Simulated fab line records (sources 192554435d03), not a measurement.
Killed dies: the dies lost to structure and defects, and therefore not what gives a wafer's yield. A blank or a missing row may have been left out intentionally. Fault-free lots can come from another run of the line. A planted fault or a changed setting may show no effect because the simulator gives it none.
fab line records	flow n5-finfet
record lots=7	wafers=21
route steps=1938 shown BEOL_M9@1446 BEOL_M10@1512 BEOL_M11@1578
start-h: hours from the record's opening day to when the first of the lot's shown wafers began	wait-h: how many hours have passed since the lot's step before this one	" repeats the value in the row above	L1.1+2: a row that stands for several wafers	- value missing, or start not given	* or withheld: withheld	< > ~ a bound
route shown NAME@n: a module of which the file shows steps, and the number in the route of the first	usual: mean/standard deviation of fault-free wafers	same: alike in all rows	chamber/n: place in a boat	sites: each site's reading	_std_site: the values' standard deviation	_edge_site: inner sites' mean taken away from outer sites' mean	radius-mm: how far each site lies from the wafer's centre	mask NAME#n: copy n	behind: the last tool/chamber to shape the wafer	hold: reason for holding the lot/hours on hold/outcome of the hold	device: whichever transistor did not switch (one of n, p or np)	end of line: tests run on the same wafers once the route is complete	step lacking rows: just its recipe	killed: at the first sort, the dies lost to defects and structure; wafer yield is something else	map: the dies of a wafer, with x for killed, . for not killed, _ for no die there
set.NAME: setting as actually run; set.NAME@STEP: the setting as run at that earlier step	model.NAME: the simulator's own value behind a step, which no gauge read
lots where settings were altered on purpose, with a table for each step and a row for each wafer
## steps
# step N5_BEOL_M9_TRENCH_ETCH_37
# recipe chemistry=C4F6/O2	target-depth-a=1514.3	target=SiCOH_lowk	time-s=49	ion-energy-ev=250	pressure-mtorr=30	source-w=345	bias-w=185	Ar_flow_sccm=300	C4F6_flow_sccm=10	O2_flow_sccm=10
lot.wafer	tool	chamber	start-h	wait-h	set.time-s	set.target-thk-a@BEOL_M9_HM_DEP_02	model.BEOL_M9.feature-depth-nm	model.etch.depth-nm	model.TiN_of_BEOL_M9_HM_DEP_02.thk-nm
L079.1	rie-diel-02	2	-	-	49	200	156.2	156.1	15.8
L079.3	"	3	"	"	44.11	200	131.8	131.8	15.8
L079.5	"	2	"	"	49	200	155.6	155.5	15.8
L082.1	rie-diel-02	2	-	-	49	222.8	153	153.1	18
L082.2	"	3	"	"	57.07	222.8	169	169	17.6
L082.4	"	1	"	"	49	200	149.4	149.3	16
L083.1	rie-diel-02	2	-	-	49	200	153.6	153.6	15.4
L083.3	"	1	"	"	49	200	151	151	15.4
L083.6	"	3	"	"	49	200	148.2	148.2	15.4
L089.3	rie-diel-01	1	-	-	40.12	215	119.2	119.2	18.8
L089.5	"	1	"	"	40.12	200	120	120	16.6
L089.6	"	0	"	"	49	200	156.4	156.4	15.6
L090.2	rie-diel-04	0	-	-	38.38	200	113	112.9	16.8
L090.3	"	3	"	"	49	188.5	155.4	155.5	14.8
L090.4	"	2	"	"	38.38	200	113	113	17
L094.2	rie-diel-01	2	-	-	49	184.2	153.2	153.2	14.4
L094.3	"	1	"	"	49	200	146.4	146.3	15.8
L094.5	"	3	"	"	55.26	184.2	162.8	162.8	13.8
L095.1	rie-diel-01	1	-	-	49	200	147	146.9	15.8
L095.3	"	2	"	"	49	200	152.6	152.6	15.8
L095.4	"	3	"	"	49	200	144.4	144.4	15.8
# step N5_BEOL_M9_ETCH_41
# recipe chemistry=CH3F/O2	target=SiCN	target-depth-a=366	taper-deg=2	time-s=70.1	ion-energy-ev=120	mask-material=TiN	pressure-mtorr=30	source-w=395	bias-w=75	Ar_flow_sccm=150	CH3F_flow_sccm=30	O2_flow_sccm=20
# step N5_BEOL_M9_STRIP_80
# recipe chemistry=N2/H2	time-s=10	power-w=450	temp-c=40	pressure-mtorr=20	rf-frequency-hz=6e+07	bias-power-w=7	n2-flow-sccm=200	h2-flow-sccm=200
# step N5_BEOL_M9_OCD_MEAS_38
# usual trench-depth-nm=150/4.6
lot.wafer	tool	chamber	start-h	wait-h	set.time-s@BEOL_M9_TRENCH_ETCH_37	trench-depth-nm
L079.1	ocd-02	-	238.72	-	49	156
L079.3	"	-	"	"	44.11	132
L079.5	"	-	"	"	49	155
L082.1	ocd-01	-	258.68	-	49	153
L082.2	"	-	"	"	57.07	169
L082.4	"	-	"	"	49	150
L083.1	ocd-02	-	266.38	-	49	154
L083.3	"	-	"	"	49	151
L083.6	"	-	"	"	49	148
L089.3	ocd-02	-	303.11	-	40.12	119
L089.5	"	-	"	"	40.12	120
L089.6	"	-	"	"	49	156
L090.2	ocd-01	-	321.25	-	38.38	113
L090.3	"	-	"	"	49	156
L090.4	"	-	"	"	38.38	113
L094.2	ocd-01	-	323.86	-	49	153
L094.3	"	-	"	"	49	146
L094.5	"	-	"	"	55.26	163
L095.1	ocd-02	-	335.28	-	49	147
L095.3	"	-	"	"	49	153
L095.4	"	-	"	"	49	145
# step N5_BEOL_M9_HM_STRIP_39
# recipe chemistry=peroxide-tin-strip	material=TiN	target-depth-a=250	temp-c=50	time-s=158
lot.wafer	tool	chamber	start-h	wait-h	set.time-s
L079.1+3+5	-	-	-	0.0	158
L082.1+2+4	-	-	-	0.0	171.5
L083.1+3+6	wet-bench-04	7,3,2	266.41	0.0	158
L089.3+5+6	-	-	-	0.0	158
L090.2+3+4	-	-	-	0.0	123.1
L094.2+3+5	-	-	-	0.0	135
L095.1+3+4	-	-	-	0.0	158
# step N5_BEOL_M9_SRD_40
# recipe time-s=30	temp-c=23	rinse-liquid=diw	dry=ipa-marangoni
# step N5_BEOL_M9_PRECLEAN_42
# recipe chemistry=residue-remover	time-s=60	temp-c=40
# step N5_BEOL_M9_ECD_50
# recipe material=Cu	target-thk-a=3180
# step N5_BEOL_M9_ANNEAL_51
# recipe temp-c=225	time-s=90	ambient=N2
# step N5_BEOL_M9_CMP_52
# recipe stop-on=SiCOH_lowk	t-overpolish-s=7	down-force-psi=1	platen-rpm=50	clearing-platen-down-force-psi=1.5	clearing-platen-rpm=50	post-cmp-clean=cu-alkaline	target-thk-nm=140	clearing-platen-pad-velocity-m-s=0.99484	pad-velocity-m-s=0.99484
lot.wafer	tool	chamber	start-h	wait-h	set.time-s@BEOL_M9_TRENCH_ETCH_37	model.Cu_of_BEOL_M9_ECD_50.thk-nm
L079.3	cmp-04	1	242.04	0.2	44.11	122
L079.1	"	2	"	"	49	146
L079.5	"	2	"	"	49	145.2
L082.1	cmp-02	2	261.16	0.3	49	138.2
L082.2	"	3	"	"	57.07	156.4
L082.4	"	0	"	"	49	137
L083.3	cmp-02	2	269.12	0.2	49	138.8
L083.1	"	0	"	"	49	144.6
L083.6	"	1	"	"	49	136.6
L089.3	cmp-04	3	305.04	0.3	40.12	109.6
L089.6	"	1	"	"	49	149
L089.5	"	2	"	"	40.12	111.8
L090.3	cmp-01	0	322.97	0.2	49	143
L090.4	"	2	"	"	38.38	100.8
L090.2	"	3	"	"	38.38	103.8
L094.3	cmp-02	2	326.15	0.2	49	134.8
L094.2	"	0	"	"	49	143.2
L094.5	"	1	"	"	55.26	150.2
L095.4	cmp-01	3	337.50	0.1	49	136
L095.3	"	0	"	"	49	139.4
L095.1	"	2	"	"	49	135
# step N5_BEOL_M9_THK_MEAS_53
# recipe thk-meas-gauge=xrf	reads=Cu_of_BEOL_M9_ECD_50
# usual M9_THK=142/5
lot.wafer	tool	chamber	start-h	wait-h	set.time-s@BEOL_M9_TRENCH_ETCH_37	M9_THK[nm]
L079.1	film-metro-02	-	242.33	-	49	149
L079.3	"	-	"	"	44.11	125
L079.5	"	-	"	"	49	148
L082.1	film-metro-01	-	261.42	-	49	141
L082.2	"	-	"	"	57.07	160
L082.4	"	-	"	"	49	141
L083.1	film-metro-01	-	269.38	-	49	148
L083.3	"	-	"	"	49	142
L083.6	"	-	"	"	49	139
L089.3	film-metro-01	-	305.26	-	40.12	112
L089.5	"	-	"	"	40.12	114
L089.6	"	-	"	"	49	152
L090.2	film-metro-01	-	323.27	-	38.38	106
L090.3	"	-	"	"	49	146
L090.4	"	-	"	"	38.38	103
L094.2	film-metro-02	-	326.40	-	49	146
L094.3	"	-	"	"	49	137
L094.5	"	-	"	"	55.26	153
L095.1	film-metro-02	-	337.80	-	49	137
L095.3	"	-	"	"	49	142
L095.4	"	-	"	"	49	138
# step N5_BEOL_M9_PRE_CLEAN_55
# recipe gas=NH3	time-s=15	temp-c=withheld	rf-power-w=300
# step N5_BEOL_M9_DEP_56
# recipe material=SiCN	target-thk-a=150	temp-c=withheld	precursor=3MS/NH3	pressure-torr=3	rf-w=202	time-s=26.5
# step N5_BEOL_M9_RS_MEAS_57
# recipe thk-meas-gauge=four-point-probe	reads=Cu_of_BEOL_M9_ECD_50+Co_of_BEOL_M9_CVD_78+TaN_of_BEOL_M9_ALD_74
# usual M9_RS=0.152/0.0057
lot.wafer	tool	chamber	start-h	wait-h	set.time-s@BEOL_M9_TRENCH_ETCH_37	M9_RS[ohm/sq]
L079.1	film-metro-01	-	242.47	0.1	49	0.144
L079.3	"	-	"	"	44.11	0.176
L079.5	"	-	"	"	49	0.145
L082.1	film-metro-01	-	261.55	0.1	49	0.153
L082.2	"	-	"	"	57.07	0.133
L082.4	"	-	"	"	49	0.154
L083.1	film-metro-02	-	269.51	0.1	49	0.146
L083.3	"	-	"	"	49	0.152
L083.6	"	-	"	"	49	0.155
L089.3	film-metro-02	-	305.40	0.1	40.12	0.198
L089.5	"	-	"	"	40.12	0.194
L089.6	"	-	"	"	49	0.141
L090.2	film-metro-02	-	323.55	0.2	38.38	0.211
L090.3	"	-	"	"	49	0.148
L090.4	"	-	"	"	38.38	0.218
L094.2	film-metro-02	-	326.54	0.1	49	0.148
L094.3	"	-	"	"	49	0.158
L094.5	"	-	"	"	55.26	0.140
L095.1	film-metro-01	-	337.97	0.1	49	0.157
L095.3	"	-	"	"	49	0.151
L095.4	"	-	"	"	49	0.156
# step N5_BEOL_M10_TRENCH_ETCH_37
# recipe chemistry=C4F6/O2	target-depth-a=1488.3	target=SiCOH_lowk	time-s=48	ion-energy-ev=250	pressure-mtorr=30	source-w=345	bias-w=185	Ar_flow_sccm=300	C4F6_flow_sccm=10	O2_flow_sccm=10
lot.wafer	tool	chamber	start-h	wait-h	set.time-s	model.etch.depth-nm	model.BEOL_M10.feature-depth-nm
L079.1	rie-diel-05	1	-	-	48	148.9	149
L079.3	"	2	"	"	48	153.9	153.8
L079.5	"	2	"	"	42.27	135.7	135.8
L082.1	rie-diel-03	0	-	-	48	148	148
L082.2	"	1	"	"	58.33	184.4	184.4
L082.4	"	3	"	"	58.33	173.5	173.4
L083.1	rie-diel-06	1	-	-	48	145.3	145.2
L083.3	"	3	"	"	48	143.5	143.6
L083.6	"	0	"	"	48	151.1	151.2
L089.3	rie-diel-05	3	-	-	48	141.1	141.2
L089.5	"	3	"	"	48	142	142
L089.6	"	2	"	"	48	149.7	149.8
L090.2	rie-diel-06	0	-	-	48	150.8	150.8
L090.3	"	1	"	"	48	144	144
L090.4	"	3	"	"	57.84	180.6	180.6
L094.2	rie-diel-05	2	-	-	48	148.7	148.8
L094.3	"	1	"	"	48	146.8	146.8
L094.5	"	0	"	"	48	149.6	149.6
L095.1	rie-diel-06	1	-	-	48	144.3	144.4
L095.3	"	2	"	"	57.43	178.6	178.6
L095.4	"	0	"	"	57.43	181.5	181.4
# step N5_BEOL_M10_ETCH_41
# recipe chemistry=CH3F/O2	target=SiCN	target-depth-a=426	taper-deg=2	time-s=86	ion-energy-ev=120	mask-material=TiN	pressure-mtorr=30	source-w=395	bias-w=75	Ar_flow_sccm=150	CH3F_flow_sccm=30	O2_flow_sccm=20
# step N5_BEOL_M10_STRIP_77
# recipe chemistry=N2/H2	time-s=10	power-w=450	temp-c=40	pressure-mtorr=20	rf-frequency-hz=6e+07	bias-power-w=7	n2-flow-sccm=200	h2-flow-sccm=200
# step N5_BEOL_M10_OCD_MEAS_38
# usual trench-depth-nm=148/3.4
lot.wafer	tool	chamber	start-h	wait-h	set.time-s@BEOL_M10_TRENCH_ETCH_37	trench-depth-nm
L079.1	ocd-01	-	247.50	-	48	148
L079.3	"	-	"	"	48	154
L079.5	"	-	"	"	42.27	136
L082.1	ocd-01	-	265.33	-	48	148
L082.2	"	-	"	"	58.33	184
L082.4	"	-	"	"	58.33	173
L083.1	ocd-01	-	277.06	-	48	145
L083.3	"	-	"	"	48	143
L083.6	"	-	"	"	48	151
L089.3	ocd-02	-	311.63	-	48	141
L089.5	"	-	"	"	48	142
L089.6	"	-	"	"	48	149
L090.2	ocd-02	-	328.16	-	48	151
L090.3	"	-	"	"	48	144
L090.4	"	-	"	"	57.84	181
L094.2	ocd-01	-	330.31	-	48	149
L094.3	"	-	"	"	48	147
L094.5	"	-	"	"	48	149
L095.1	ocd-01	-	341.59	-	48	145
L095.3	"	-	"	"	57.43	179
L095.4	"	-	"	"	57.43	182
# step N5_BEOL_M10_HM_STRIP_39
# recipe chemistry=peroxide-tin-strip	material=TiN	target-depth-a=250	temp-c=50	time-s=158
# step N5_BEOL_M10_SRD_40
# recipe time-s=30	temp-c=23	rinse-liquid=diw	dry=ipa-marangoni
# step N5_BEOL_M10_ECD_50
# recipe material=Cu	target-thk-a=3180
# step N5_BEOL_M10_ANNEAL_51
# recipe temp-c=225	time-s=90	ambient=N2
# step N5_BEOL_M10_CMP_52
# recipe stop-on=SiCOH_lowk	t-overpolish-s=7	down-force-psi=1	platen-rpm=50	clearing-platen-down-force-psi=1.5	clearing-platen-rpm=50	post-cmp-clean=cu-alkaline	target-thk-nm=140	clearing-platen-pad-velocity-m-s=0.99484	pad-velocity-m-s=0.99484
lot.wafer	tool	chamber	start-h	wait-h	set.time-s@BEOL_M10_TRENCH_ETCH_37	model.Cu_of_BEOL_M10_ECD_50.thk-nm
L079.1	cmp-03	1	249.42	0.3	48	139.2
L079.3	"	2	"	"	48	144.6
L079.5	"	1	"	"	42.27	125.2
L082.2	cmp-03	0	268.24	0.2	58.33	175
L082.1	"	1	"	"	48	140
L082.4	"	2	"	"	58.33	165.2
L083.3	cmp-03	1	279.47	0.2	48	134.4
L083.1	"	0	"	"	48	135
L083.6	"	1	"	"	48	142.2
L089.3	cmp-04	0	314.12	0.3	48	134
L089.5	"	1	"	"	48	135
L089.6	"	2	"	"	48	142
L090.2	cmp-03	0	330.16	0.3	48	139.8
L090.3	"	2	"	"	48	134.6
L090.4	"	3	"	"	57.84	171.8
L094.3	cmp-03	3	332.44	0.2	48	138.6
L094.2+5	"	0	"	"	48	138
L095.3	cmp-01	0	345.46	0.2	57.43	168.8
L095.1	"	2	"	"	48	135.6
L095.4	"	3	"	"	57.43	178
# step N5_BEOL_M10_THK_MEAS_53
# recipe thk-meas-gauge=xrf	reads=Cu_of_BEOL_M10_ECD_50
# usual M10_THK=142/4
lot.wafer	tool	chamber	start-h	wait-h	set.time-s@BEOL_M10_TRENCH_ETCH_37	M10_THK[nm]
L079.1	film-metro-02	-	249.71	-	48	143
L079.3	"	-	"	"	48	149
L079.5	"	-	"	"	42.27	129
L082.1	film-metro-01	-	268.54	-	48	142
L082.2	"	-	"	"	58.33	178
L082.4	"	-	"	"	58.33	168
L083.1	film-metro-02	-	279.77	-	48	136
L083.3	"	-	"	"	48	136
L083.6	"	-	"	"	48	143
L089.3	film-metro-01	-	314.30	-	48	137
L089.5	"	-	"	"	48	137
L089.6	"	-	"	"	48	144
L090.2	film-metro-02	-	330.46	-	48	141
L090.3	"	-	"	"	48	136
L090.4	"	-	"	"	57.84	174
L094.2	film-metro-02	-	332.74	-	48	142
L094.3	"	-	"	"	48	142
L094.5	"	-	"	"	48	142
L095.1	film-metro-01	-	345.76	-	48	138
L095.3	"	-	"	"	57.43	173
L095.4	"	-	"	"	57.43	182
# step N5_BEOL_M10_PRE_CLEAN_55
# recipe gas=NH3	time-s=15	temp-c=withheld	rf-power-w=300
# step N5_BEOL_M10_DEP_56
# recipe material=SiCN	target-thk-a=150	temp-c=withheld	precursor=3MS/NH3	pressure-torr=3	rf-w=202	time-s=26.5
# step N5_BEOL_M10_RS_MEAS_57
# recipe thk-meas-gauge=four-point-probe	reads=Cu_of_BEOL_M10_ECD_50+Co_of_BEOL_M10_CVD_75+TaN_of_BEOL_M10_ALD_74
# usual M10_RS=0.152/0.0046
lot.wafer	tool	chamber	start-h	wait-h	set.time-s@BEOL_M10_TRENCH_ETCH_37	M10_RS[ohm/sq]
L079.1	film-metro-01	-	249.85	0.1	48	0.152
L079.3	"	-	"	"	48	0.146
L079.5	"	-	"	"	42.27	0.171
L082.1	film-metro-01	-	268.67	0.1	48	0.151
L082.2	"	-	"	"	58.33	0.118
L082.4	"	-	"	"	58.33	0.126
L083.1	film-metro-02	-	279.90	0.1	48	0.157
L083.3	"	-	"	"	48	0.158
L083.6	"	-	"	"	48	0.148
L089.3	film-metro-01	-	314.44	0.1	48	0.158
L089.5	"	-	"	"	48	0.157
L089.6	"	-	"	"	48	0.148
L090.2	film-metro-02	-	330.59	0.1	48	0.151
L090.3	"	-	"	"	48	0.158
L090.4	"	-	"	"	57.84	0.121
L094.2	film-metro-02	-	332.87	0.1	48	0.154
L094.3	"	-	"	"	48	0.153
L094.5	"	-	"	"	48	0.154
L095.1	film-metro-01	-	345.89	0.1	48	0.156
L095.3	"	-	"	"	57.43	0.123
L095.4	"	-	"	"	57.43	0.116
# step N5_BEOL_M11_TRENCH_ETCH_37
# recipe chemistry=C4F6/O2	target-depth-a=1488.3	target=SiCOH_lowk	time-s=48	ion-energy-ev=250	pressure-mtorr=30	source-w=345	bias-w=185	Ar_flow_sccm=300	C4F6_flow_sccm=10	O2_flow_sccm=10
lot.wafer	tool	chamber	start-h	wait-h	set.time-s	model.BEOL_M11.feature-depth-nm	model.etch.depth-nm	model.TiN_of_BEOL_M11_HM_DEP_02.thk-nm
L079.1	rie-diel-04	2	-	-	48	144	144	16
L079.3	"	0	"	"	48	143.4	143.5	16.6
L079.5	"	1	"	"	55.41	173.8	173.9	15.4
L082.1	rie-diel-01	3	-	-	48	140.6	140.5	16.2
L082.2	"	2	"	"	48	149.4	149.5	16
L082.4	"	1	"	"	48	142	142	16
L083.1	rie-diel-04	1	-	-	48	150	150	16
L083.3	"	2	"	"	48	142	142.1	16.2
L083.6	"	2	"	"	48	141.2	141.3	15.8
L089.3	rie-diel-04	1	-	-	48	150.6	150.5	15.8
L089.5	"	0	"	"	48	143.4	143.5	15.8
L089.6	"	1	"	"	55.69	175.4	175.4	14.8
L090.2	rie-diel-04	2	-	-	48	141.8	141.7	16
L090.3	"	3	"	"	43.13	137.8	137.9	16.8
L090.4	"	0	"	"	43.13	126.4	126.4	16.8
L094.2	rie-diel-04	1	-	-	48	148.2	148.3	16
L094.3	"	2	"	"	48	142.4	142.5	16
L094.5	"	2	"	"	48	141.2	141.2	15.6
L095.1	rie-diel-02	0	-	-	41.95	123.6	123.7	17.2
L095.3	"	2	"	"	48	150.4	150.3	15.6
L095.4	"	3	"	"	41.95	126.6	126.5	17
# step N5_BEOL_M11_ETCH_41
# recipe chemistry=CH3F/O2	target=SiCN	target-depth-a=426	taper-deg=2	time-s=86	ion-energy-ev=120	mask-material=TiN	pressure-mtorr=30	source-w=395	bias-w=75	Ar_flow_sccm=150	CH3F_flow_sccm=30	O2_flow_sccm=20
# step N5_BEOL_M11_STRIP_77
# recipe chemistry=N2/H2	time-s=10	power-w=450	temp-c=40	pressure-mtorr=20	rf-frequency-hz=6e+07	bias-power-w=7	n2-flow-sccm=200	h2-flow-sccm=200
# step N5_BEOL_M11_OCD_MEAS_38
# usual trench-depth-nm=147/4.6
lot.wafer	tool	chamber	start-h	wait-h	set.time-s@BEOL_M11_TRENCH_ETCH_37	trench-depth-nm
L079.1	ocd-02	-	257.22	-	48	144
L079.3	"	-	"	"	48	143
L079.5	"	-	"	"	55.41	173
L082.1	ocd-01	-	272.65	-	48	140
L082.2	"	-	"	"	48	150
L082.4	"	-	"	"	48	142
L083.1	ocd-02	-	285.63	-	48	150
L083.3	"	-	"	"	48	142
L083.6	"	-	"	"	48	141
L089.3	ocd-01	-	317.62	-	48	150
L089.5	"	-	"	"	48	143
L089.6	"	-	"	"	55.69	175
L090.2	ocd-02	-	336.00	-	48	142
L090.3	"	-	"	"	43.13	138
L090.4	"	-	"	"	43.13	126
L094.2	ocd-01	-	337.91	-	48	149
L094.3	"	-	"	"	48	143
L094.5	"	-	"	"	48	141
L095.1	ocd-01	-	349.42	-	41.95	123
L095.3	"	-	"	"	48	150
L095.4	"	-	"	"	41.95	126
## key
split step=N5_BEOL_M9_TRENCH_ETCH_37	setting=time-s	stated=49	by=wafer
response step=N5_BEOL_M9_TRENCH_ETCH_37	reading=model.BEOL_M9.feature-depth-nm	change=+1.72	per=1%	r=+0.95
response step=N5_BEOL_M9_TRENCH_ETCH_37	reading=model.etch.depth-nm	change=+1.72	per=1%	r=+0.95
response step=N5_BEOL_M9_OCD_MEAS_38	reading=trench-depth-nm	change=+1.71	per=1%	r=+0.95
response step=N5_BEOL_M9_CMP_52	reading=model.Cu_of_BEOL_M9_ECD_50.thk-nm	change=+1.7	per=1%	r=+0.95
response step=N5_BEOL_M9_THK_MEAS_53	reading=M9_THK	change=+1.76	per=1%	r=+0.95
response step=N5_BEOL_M9_RS_MEAS_57	reading=M9_RS	change=-0.00245	per=1%	r=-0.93
split step=N5_BEOL_M9_HM_STRIP_39	setting=time-s	stated=158	by=lot
response none clear
split step=N5_BEOL_M10_TRENCH_ETCH_37	setting=time-s	stated=48	by=wafer
response step=N5_BEOL_M10_TRENCH_ETCH_37	reading=model.etch.depth-nm	change=+1.58	per=1%	r=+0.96
response step=N5_BEOL_M10_TRENCH_ETCH_37	reading=model.BEOL_M10.feature-depth-nm	change=+1.58	per=1%	r=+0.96
response step=N5_BEOL_M10_OCD_MEAS_38	reading=trench-depth-nm	change=+1.57	per=1%	r=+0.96
response step=N5_BEOL_M10_CMP_52	reading=model.Cu_of_BEOL_M10_ECD_50.thk-nm	change=+1.63	per=1%	r=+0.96
response step=N5_BEOL_M10_THK_MEAS_53	reading=M10_THK	change=+1.68	per=1%	r=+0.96
response step=N5_BEOL_M10_RS_MEAS_57	reading=M10_RS	change=-0.00163	per=1%	r=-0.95
split step=N5_BEOL_M11_TRENCH_ETCH_37	setting=time-s	stated=48	by=wafer
response step=N5_BEOL_M11_TRENCH_ETCH_37	reading=model.BEOL_M11.feature-depth-nm	change=+1.77	per=1%	r=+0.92
response step=N5_BEOL_M11_TRENCH_ETCH_37	reading=model.etch.depth-nm	change=+1.76	per=1%	r=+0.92
response step=N5_BEOL_M11_TRENCH_ETCH_37	reading=model.TiN_of_BEOL_M11_HM_DEP_02.thk-nm	change=-0.0752	per=1%	r=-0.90
response step=N5_BEOL_M11_OCD_MEAS_38	reading=trench-depth-nm	change=+1.77	per=1%	r=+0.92
split outside-this-file step=N5_BEOL_M9_HM_DEP_02 setting=target-thk-a
# split outside-this-file: this setting was split too, and the file shows its column; the key of that split is in another file
